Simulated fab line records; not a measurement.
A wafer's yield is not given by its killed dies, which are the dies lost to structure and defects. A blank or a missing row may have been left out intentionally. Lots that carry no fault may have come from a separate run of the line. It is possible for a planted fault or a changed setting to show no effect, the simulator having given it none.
Matching of chambers | flow n5Finfet | N5_BEOL_M11_ETCH_61 on rieDiel-03 has 4 sister chambers
The step etches SiARC in CF4, target depth 39 nm, time 65 s. 7 wafers are shown with their chamber, then 7 later ones without.

== WAFERS PAIRED WITH THEIR CHAMBERS ==
wafer  | chamber | drypumpMotorCurrentA (A) | showerheadPlenumPTorr (Torr)
L585.2 | 2       | 5.4                      | 2.14
L587.5 | 3       | 6.2                      | 2.17
L590.4 | 3       | 6.2                      | 2.16
L590.5 | 0       | 6.2                      | 2.06
L590.6 | 1       | 6.1                      | 2.22
L595.2 | 1       | 6.2                      | 2.22
L595.3 | 0       | 6.2                      | 2.06

== WAFERS WITHOUT THEIR CHAMBER ==
wafer  | drypumpMotorCurrentA (A) | showerheadPlenumPTorr (Torr)
L595.5 | 5.4                      | 2.14
L593.1 | 6.2                      | 2.22
L593.2 | 5.5                      | 2.14
L593.3 | 6.2                      | 2.06
L594.2 | 6.2                      | 2.16
L594.3 | 6.2                      | 2.06
L594.4 | 6.2                      | 2.22

== WHICH CHAMBER EACH WENT THROUGH ==
wafer  | from the rows above | in truth
L595.5 | 2                   | 2
L593.1 | 1                   | 1
L593.2 | 2                   | 2
L593.3 | 0                   | 0
L594.2 | 3                   | 3
L594.3 | 0                   | 0
L594.4 | 1                   | 1
Placed correctly: 7 of 7. Can't be placed from these rows: 0. Placed wrongly: 0.
How it was worked out, from the rows above alone: a wafer's distance from a chamber is the root of the sum, over the readings, of the square of ((its reading less the chamber's mean) divided by the reading's scatter). If the next closest chamber is less than 2 further off than the closest, the wafer can't be placed; otherwise it belongs to the closest. For every chamber, the mean is computed from those of its wafers that are shown. How the scatter is found: for the shown wafers, subtract from each reading the mean of its chamber, square and add these, divide the total by (wafers less chambers), then take the root.
